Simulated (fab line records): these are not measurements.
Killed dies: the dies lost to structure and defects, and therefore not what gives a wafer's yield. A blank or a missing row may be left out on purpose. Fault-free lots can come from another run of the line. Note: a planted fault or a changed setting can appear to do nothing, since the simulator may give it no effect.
Chamber matching | flow n5_finfet | N5_HKMG_FIN_ALD_71 on ald_metal-04 has 4 sister chambers
The step deposits TiN, target thk 1 nm, pulse time 1 s, purge time 3 s. 4 wafers are shown with their chamber, then 8 later ones without.

== EACH WAFER AND ITS CHAMBER ==
wafer  | chamber | heater_power_w (W)
L074.3 | 2       | 707
L076.3 | 3       | 748
L080.3 | 0       | 933
L084.1 | 1       | 962

== WAFERS WHOSE CHAMBER IS MISSING ==
wafer  | heater_power_w (W)
L084.2 | 753
L084.4 | 720
L088.2 | 714
L088.3 | 736
L088.5 | 925
L096.1 | 946
L096.4 | 947
L096.5 | 933

== CHAMBER TAKEN BY EACH ==
wafer  | from the rows above     | in truth
L084.2 | 3                       | 3
L084.4 | can't be placed: 2 or 3 | 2
L088.2 | 2                       | 2
L088.3 | can't be placed: 3 or 2 | 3
L088.5 | 0                       | 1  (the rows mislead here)
L096.1 | can't be placed: 0 or 1 | 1
L096.4 | can't be placed: 0 or 1 | 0
L096.5 | 0                       | 0
Correct placement for 3 of the 8. From these rows, 4 cannot be placed; in 4 the true chamber is one of the candidates. Number placed wrongly: 1.
How it was worked out, from the rows above alone: a wafer's distance from a chamber is the root of the sum, over the readings, of the square of ((its reading less the chamber's mean) divided by the reading's scatter). The wafer belongs to the nearest chamber; if the next one is less than 2 further off, it can't be placed. The mean given for a chamber averages the wafers shown for that chamber. The scatter (one wafer shown for each chamber): square how far every hidden wafer sits from the nearest shown wafer, average those squares and take the square root.
